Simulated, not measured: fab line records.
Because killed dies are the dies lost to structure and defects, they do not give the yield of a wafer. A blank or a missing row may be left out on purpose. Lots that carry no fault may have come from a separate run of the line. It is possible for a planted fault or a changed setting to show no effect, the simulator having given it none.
fab line records + flow nandHarc + part 2 of 2: steps 15 to 24 of 24
record
- lots=5
- wafers=15
- lastDay=30
route steps=1302 shown A_CHANNEL_HOLE_D2@589 A_CHANNEL_FILL_D2@610
lots that met no fault: from a run of the same line without faults
startH: hours from the record's opening day to when the first of the lot's shown wafers began + waitH: hours since the lot's step before + " same as the row above + L1.1+2: a row that stands for several wafers + - no value, or no start given + * or withheld: withheld + < > ~ a bound
route shown NAME@n: names a module that has steps shown in the file, with the first one's number in the route + usual: mean and standard deviation over wafers with no fault + same: alike in all rows + chamber/n: place in a boat + sites: the reading at each site + _std_site: the values' standard deviation + _edge_site: inner sites' mean taken away from outer sites' mean + radiusMm: for every site, how far away it sits from the centre of the wafer + mask NAME#n: copy n + behind: the last tool/chamber to shape the wafer + hold: reason for holding the lot/hours on hold/outcome of the hold + device: the n, p or np transistor that did not switch + end of line: tests run on the same wafers once the route is complete + where a step has no rows: the recipe by itself + killed: dies that structure and defects cost at the first sort, which is not the same as the wafer's yield + map: per-die view of a wafer (x killed, . not killed, _ where there is no die)
set.NAME: the setting as run; set.NAME@STEP: as run at that earlier step + model.NAME: the simulator's own value behind a step, which no gauge read
lots at selected steps of the route; one table per step, one row per wafer
services: the hour from which a tool's chamber was out of use, counted from the record's first day as startH (under 0 if before that day), plus the number of hours and why
## steps
# step NHARC_A_CHANNEL_HOLE_D2_ETCH_44
# recipe
- targetDepthA=1400
- overetchA=140
- timeS=77
- ionEnergyEv=100
- cf4FlowSccm=80
- o2FlowSccm=20
- arFlowSccm=0
- rfW=300
- biasW=100
- chemistry=CF4/O2
# usual
- drypumpMotorCurrentA=5.9/0.55
- o2FlowSccm=19.99/0.06
- oesProductAu=1.001/0.011
- rfVppV=197.6/1.2
- showerheadPlenumPTorr=1.32/0.046
- throttleValvePct=13.398/0.0093
| lot.wafer | tool       | chamber | startH | waitH | drypumpMotorCurrentA | o2FlowSccm | oesProductAu | rfHoursCounterH | rfVppV | showerheadPlenumPTorr | throttleValvePct |
|-----------|------------|---------|--------|-------|----------------------|------------|--------------|-----------------|--------|-----------------------|------------------|
| L084.1    | rieDiel-01 | 3       | 399.60 | 0.1   | 6.5                  | 20.05      | 0.990        | 0.2             | 197.7  | 1.31                  | 13.387           |
| L084.3    | "          | 1       | "      | "     | 5.4                  | 19.84      | 1.001        | 0.1             | 196.2  | 1.25                  | 13.405           |
| L084.5    | "          | 3       | "      | "     | 6.4                  | 20.07      | 0.998        | -               | 197.7  | 1.31                  | 13.402           |
| L088.2    | rieDiel-01 | 0       | 446.61 | 0.1   | 6.7                  | 20.04      | 0.984        | 3.3             | 197.5  | 1.33                  | 13.411           |
| L088.3    | "          | 1       | "      | "     | 5.4                  | 19.89      | 1.004        | 3.3             | 195.4  | 1.25                  | 13.400           |
| L088.6    | "          | 0       | "      | "     | 6.7                  | 20.06      | 0.979        | -               | 196.5  | 1.33                  | 13.413           |
| L089.4    | rieDiel-09 | 0       | 446.95 | 0.1   | 6.5                  | 19.97      | 0.995        | 6.3             | 197.1  | 1.26                  | 13.393           |
| L089.2    | "          | 1       | "      | "     | 4.9                  | 20.02      | 1.022        | 6.2             | 199.2  | 1.39                  | 13.395           |
| L089.5    | "          | 3       | "      | "     | 6.1                  | 19.98      | 0.996        | -               | 197.9  | 1.29                  | 13.409           |
| L090.1    | rieDiel-09 | 3       | 460.23 | 0.1   | 6.1                  | 20.08      | 0.990        | 8.1             | 199.5  | 1.29                  | 13.385           |
| L090.2    | "          | 1       | "      | "     | 4.9                  | 19.97      | 1.013        | 7.4             | 198.3  | 1.39                  | 13.395           |
| L090.6    | "          | 3       | "      | "     | 6.1                  | 20.03      | 0.992        | -               | 197.7  | 1.29                  | 13.392           |
| L091.4    | rieDiel-12 | 2       | 465.00 | 0.1   | 6.2                  | 19.97      | 1.005        | 1.0             | 196.8  | 1.32                  | 13.404           |
| L091.1    | "          | 1       | "      | "     | 4.9                  | 20.02      | 1.006        | 0.9             | 198.2  | 1.35                  | 13.384           |
| L091.5    | "          | 2       | "      | "     | 6.2                  | 19.99      | 0.997        | -               | 196.9  | 1.32                  | 13.401           |
# step NHARC_A_CHANNEL_HOLE_D2_STRIP_28
# recipe
- o2FlowSccm=500
- arFlowSccm=0
- biasW=0
- chemistry=O2
# usual
- drypumpMotorCurrentA=5.9/0.57
- o2FlowSccm=500.3/1.5
- oesProductAu=1.002/0.011
- rfVppV=57.6/0.84
- showerheadPlenumPTorr=3.50/0.12
- throttleValvePct=17.036/0.0086
| lot.wafer | tool       | chamber | startH | waitH | drypumpMotorCurrentA | o2FlowSccm | oesProductAu | rfHoursCounterH | rfVppV | showerheadPlenumPTorr | throttleValvePct |
|-----------|------------|---------|--------|-------|----------------------|------------|--------------|-----------------|--------|-----------------------|------------------|
| L084.3    | rieDiel-01 | 2       | -      | -     | 5.9                  | 500.5      | 1.014        | 0.2             | 58.0   | 3.57                  | 17.042           |
| L084.1    | "          | 0       | "      | "     | 6.7                  | 501.8      | 0.996        | 0.2             | 57.3   | 3.52                  | 17.031           |
| L084.5    | "          | 2       | "      | "     | 5.9                  | 501.8      | 1.013        | -               | 57.8   | 3.57                  | 17.036           |
| L088.3    | rieDiel-01 | 0       | -      | -     | 6.7                  | 500.0      | 0.975        | 3.4             | 58.2   | 3.51                  | 17.031           |
| L088.2    | "          | 1       | "      | "     | 5.4                  | 501.8      | 0.997        | 3.4             | 57.5   | 3.32                  | 17.038           |
| L088.6    | "          | 0       | "      | "     | 6.7                  | 500.2      | 0.973        | -               | 58.0   | 3.51                  | 17.040           |
| L089.2    | rieDiel-09 | 3       | -      | -     | 6.0                  | 502.4      | 1.002        | 6.3             | 57.3   | 3.42                  | 17.030           |
| L089.4    | "          | 1       | "      | "     | 4.9                  | 500.8      | 1.024        | 6.2             | 58.4   | 3.67                  | 17.035           |
| L089.5    | "          | 3       | "      | "     | 6.0                  | 499.9      | 0.987        | -               | 57.8   | 3.42                  | 17.024           |
| L090.1    | rieDiel-09 | 3       | -      | -     | 6.1                  | 500.3      | 0.991        | 8.1             | 57.4   | 3.41                  | 17.026           |
| L090.2    | "          | 1       | "      | "     | 4.9                  | 500.2      | 1.007        | 7.4             | 59.0   | 3.67                  | 17.039           |
| L090.6    | "          | 0       | "      | "     | 6.6                  | 500.5      | 0.994        | -               | 56.9   | 3.33                  | 17.042           |
| L091.1    | rieDiel-12 | 1       | -      | -     | 4.9                  | 500.6      | 1.008        | 1.0             | 58.6   | 3.57                  | 17.036           |
| L091.4    | "          | 3       | "      | "     | 6.2                  | 501.3      | 0.993        | 0.7             | 57.3   | 3.38                  | 17.040           |
| L091.5    | "          | 1       | "      | "     | 4.9                  | 499.1      | 1.008        | -               | 57.4   | 3.57                  | 17.040           |
# step NHARC_A_CHANNEL_HOLE_D2_PRECLEAN_29
# recipe
- timeS=*
- tempC=50
- bathAgeMin=0
- chemistry=SC1
# usual
- diwFlowMLMin=1415/4.1
| lot.wafer | tool        | chamber | startH | waitH | diwFlowMLMin |
|-----------|-------------|---------|--------|-------|--------------|
| L084.1    | wetBench-02 | 3       | 400.26 | -     | 1416         |
| L084.3    | "           | 4       | "      | "     | 1419         |
| L084.5    | "           | 7       | "      | "     | 1416         |
| L088.2    | wetBench-09 | 5       | 447.25 | -     | 1417         |
| L088.6    | "           | 0       | "      | "     | 1411         |
| L088.3    | "           | 1       | "      | "     | 1420         |
| L089.2    | wetBench-03 | 5       | 447.59 | -     | 1418         |
| L089.5    | "           | 0       | "      | "     | 1410         |
| L089.4    | "           | 2       | "      | "     | 1419         |
| L090.1    | wetBench-09 | 5       | 460.89 | -     | 1419         |
| L090.6    | "           | 6       | "      | "     | 1417         |
| L090.2    | "           | 1       | "      | "     | 1420         |
| L091.5    | wetBench-02 | 0       | 465.66 | -     | 1419         |
| L091.4    | "           | 2       | "      | "     | 1413         |
| L091.1    | "           | 3       | "      | "     | 1422         |
# step NHARC_A_CHANNEL_HOLE_D2_SRD_30
| lot.wafer  | tool        | chamber | startH | waitH |
|------------|-------------|---------|--------|-------|
| L084.1+3+5 | wetBench-02 | 3,4,7   | 400.32 | 0.0   |
| L088.2+6+3 | wetBench-09 | 5,0,1   | -      | -     |
| L089.2+5+4 | wetBench-03 | 5,0,2   | -      | -     |
| L090.1+6+2 | wetBench-09 | 5,6,1   | -      | -     |
| L091.5+4+1 | wetBench-02 | 0,2,3   | -      | -     |
# step NHARC_A_CHANNEL_HOLE_D2_CD_MEAS_31
# usual
- cdNm=90.1/1.3
| lot.wafer | tool     | chamber | startH | waitH | cdNm |
|-----------|----------|---------|--------|-------|------|
| L084.1    | cdSem-02 | -       | 400.43 | 0.1   | 89.5 |
| L084.3    | "        | -       | "      | "     | 90.6 |
| L084.5    | "        | -       | "      | "     | 90.6 |
| L088.2    | cdSem-01 | -       | 447.40 | -     | 89.8 |
| L088.3    | "        | -       | "      | "     | 88.9 |
| L088.6    | "        | -       | "      | "     | 92.0 |
| L089.2    | cdSem-02 | -       | 447.73 | -     | 88.2 |
| L089.4    | "        | -       | "      | "     | 90.7 |
| L089.5    | "        | -       | "      | "     | 89.0 |
| L090.1    | cdSem-03 | -       | 461.03 | -     | 88.4 |
| L090.2    | "        | -       | "      | "     | 89.9 |
| L090.6    | "        | -       | "      | "     | 88.2 |
| L091.1    | cdSem-01 | -       | 465.80 | -     | 88.4 |
| L091.4    | "        | -       | "      | "     | 89.6 |
| L091.5    | "        | -       | "      | "     | 91.8 |
# step NHARC_A_CHANNEL_HOLE_D2_XSEM_32
# recipe
- landingEnergyEv=35000
# usual
- botCdNm=75.0/1.4
- bowNm=8.6/0.32
- tiltDeg=0.07/0.037
| lot.wafer | tool    | chamber | startH | waitH | botCdNm | bowNm | tiltDeg |
|-----------|---------|---------|--------|-------|---------|-------|---------|
| L084.1    | xsem-01 | 0       | 400.51 | 0.1   | 75.5    | 8.8   | 0.09    |
| L084.3    | "       | 0       | "      | "     | 75.9    | 8.9   | 0.09    |
| L084.5    | "       | 0       | "      | "     | 76.2    | 8.9   | 0.09    |
| L088.2    | xsem-02 | 0       | 447.49 | 0.1   | 74.9    | 8.5   | 0.06    |
| L088.3    | "       | 0       | "      | "     | 74.3    | 8.4   | 0.06    |
| L088.6    | "       | 0       | "      | "     | 76.8    | 8.4   | 0.06    |
| L089.2    | xsem-01 | 0       | 447.82 | 0.1   | 72.9    | 8.4   | 0.05    |
| L089.4    | "       | 0       | "      | "     | 75.3    | 8.5   | 0.05    |
| L089.5    | "       | 0       | "      | "     | 73.5    | 8.5   | 0.05    |
| L090.1    | xsem-01 | 0       | 461.11 | 0.1   | 73.8    | 8.9   | 0.03    |
| L090.2    | "       | 0       | "      | "     | 74.9    | 8.8   | 0.03    |
| L090.6    | "       | 0       | "      | "     | 73.4    | 8.9   | 0.02    |
| L091.1    | xsem-02 | 0       | 465.90 | 0.1   | 73.4    | 8.4   | 0.11    |
| L091.4    | "       | 0       | "      | "     | 74.8    | 8.4   | 0.11    |
| L091.5    | "       | 0       | "      | "     | 77.3    | 8.5   | 0.11    |
# step NHARC_A_CHANNEL_HOLE_D2_INSPECT_40
# usual
- rawDefectCount=289/88
| lot.wafer | tool             | chamber | startH | waitH | rawDefectCount |
|-----------|------------------|---------|--------|-------|----------------|
| L084.1    | defectInspect-02 | -       | 400.61 | -     | 190            |
| L084.3    | "                | -       | "      | "     | 245            |
| L084.5    | "                | -       | "      | "     | 235            |
| L088.2    | defectInspect-01 | -       | 447.58 | -     | 237            |
| L088.3    | "                | -       | "      | "     | 268            |
| L088.6    | "                | -       | "      | "     | 169            |
| L089.2    | defectInspect-02 | -       | 447.91 | -     | 361            |
| L089.4    | "                | -       | "      | "     | 243            |
| L089.5    | "                | -       | "      | "     | 194            |
| L090.1    | defectInspect-02 | -       | 461.21 | -     | 217            |
| L090.2    | "                | -       | "      | "     | 367            |
| L090.6    | "                | -       | "      | "     | 419            |
| L091.1    | defectInspect-01 | -       | 466.00 | -     | 250            |
| L091.4    | "                | -       | "      | "     | 347            |
| L091.5    | "                | -       | "      | "     | 326            |
# step NHARC_A_CHANNEL_FILL_D2_PRECLEAN_00
# recipe
- timeS=*
- tempC=50
- bathAgeMin=0
- chemistry=SC1
# usual
- diwFlowMLMin=1415/4.2
| lot.wafer | tool        | chamber | startH | waitH | diwFlowMLMin |
|-----------|-------------|---------|--------|-------|--------------|
| L084.1    | wetBench-01 | 6       | 400.66 | 0.1   | 1407         |
| L084.3    | "           | 7       | "      | "     | 1418         |
| L084.5    | "           | 3       | "      | "     | 1408         |
| L088.6    | wetBench-07 | 6       | 447.64 | 0.1   | 1422         |
| L088.3    | "           | 7       | "      | "     | 1416         |
| L088.2    | "           | 2       | "      | "     | 1435         |
| L089.2    | wetBench-05 | 4       | 447.98 | 0.1   | 1414         |
| L089.4    | "           | 5       | "      | "     | 1412         |
| L089.5    | "           | 6       | "      | "     | 1411         |
| L090.2    | wetBench-05 | 3       | 461.26 | 0.0   | 1417         |
| L090.1    | "           | 4       | "      | "     | 1417         |
| L090.6    | "           | 5       | "      | "     | 1414         |
| L091.4    | wetBench-07 | 2       | 466.05 | 0.0   | 1413         |
| L091.5    | "           | 3       | "      | "     | 1410         |
| L091.1    | "           | 6       | "      | "     | 1414         |
# step NHARC_A_CHANNEL_FILL_D2_SRD_01
| lot.wafer  | tool        | chamber | startH | waitH |
|------------|-------------|---------|--------|-------|
| L084.1+3+5 | wetBench-01 | 6,7,3   | -      | -     |
| L088.6+3+2 | wetBench-07 | 6,7,2   | -      | -     |
| L089.2+4+5 | wetBench-05 | 4,5,6   | -      | -     |
| L090.2+1+6 | wetBench-05 | 3,4,5   | -      | -     |
| L091.4+5+1 | wetBench-07 | 2,3,6   | -      | -     |
# step NHARC_A_CHANNEL_FILL_D2_ALD_02
# recipe
- targetThkA=60
- pulseTimeS=10
- aldCycles=60
- tempC=300
- material=SiO2
# usual
- heaterPowerW=471/50
- precursorPulseHeightRel=1.000/0.02
| lot.wafer | tool     | chamber | startH | waitH | heaterPowerW | precursorPulseHeightRel |
|-----------|----------|---------|--------|-------|--------------|-------------------------|
| L084.1    | aldHk-01 | 1       | 400.81 | -     | 445          | 0.969                   |
| L084.3    | "        | 2       | "      | "     | 474          | 0.988                   |
| L084.5    | "        | 2       | "      | "     | 472          | 1.017                   |
| L088.3    | aldHk-04 | 1       | 447.85 | -     | 385          | 1.010                   |
| L088.2    | "        | 2       | "      | "     | 439          | 0.988                   |
| L088.6    | "        | 0       | "      | "     | 509          | 1.031                   |
| L089.2    | aldHk-03 | 0       | 448.18 | -     | 454          | 0.996                   |
| L089.4    | "        | 2       | "      | "     | 460          | 0.958                   |
| L089.5    | "        | 0       | "      | "     | 451          | 0.986                   |
| L090.2    | aldHk-04 | 2       | 461.41 | -     | 440          | 0.989                   |
| L090.1    | "        | 1       | "      | "     | 392          | 1.024                   |
| L090.6    | "        | 3       | "      | "     | 428          | 0.983                   |
| L091.4    | aldHk-04 | 3       | 466.19 | -     | 452          | 0.968                   |
| L091.1    | "        | 1       | "      | "     | 368          | 1.014                   |
| L091.5    | "        | 0       | "      | "     | 525          | 0.990                   |
## services
| tool        | chamber | startH | hours | kind                         |
|-------------|---------|--------|-------|------------------------------|
| xsem-01     | -       | 374.00 | 14.0  | pm                           |
| harEtch-02  | -       | 377.87 | 17.0  | pm                           |
| harEtch-02  | 0       | 377.87 | 17.0  | ventCycle                    |
| harEtch-02  | 1       | 377.87 | 17.0  | ventCycle                    |
| rieDiel-09  | 0       | 378.10 | -     | clean                        |
| rieDiel-09  | 1       | 378.10 | -     | clean                        |
| rieDiel-09  | 2       | 378.10 | -     | clean                        |
| rieDiel-01  | -       | 380.84 | 9.0   | pm                           |
| wetBench-03 | -       | 386.43 | 8.0   | pm                           |
| aldHk-03    | -       | 394.66 | 10.0  | pm                           |
| harEtch-02  | 0       | 394.87 | -     | clean                        |
| harEtch-02  | 0       | 394.87 | -     | consumableReplace:esc        |
| harEtch-02  | 0       | 394.87 | -     | consumableReplace:focusRing  |
| harEtch-02  | 0       | 394.87 | -     | consumableReplace:showerhead |
| harEtch-02  | 1       | 394.87 | -     | clean                        |
| harEtch-02  | 1       | 394.87 | -     | consumableReplace:focusRing  |
| rieDiel-09  | -       | 396.65 | 6.9   | repair                       |
| rieDiel-09  | 2       | 415.70 | 3.7   | repair                       |
| wetBench-02 | -       | 420.00 | 8.0   | pm                           |
| rieDiel-12  | 2       | 428.09 | 7.7   | repair                       |
| aldHk-04    | -       | 435.79 | 10.0  | pm                           |
| wetBench-05 | -       | 436.80 | 8.0   | pm                           |
| rieDiel-12  | -       | 445.40 | 9.0   | pm                           |
| wetBench-01 | -       | 453.60 | 8.0   | pm                           |
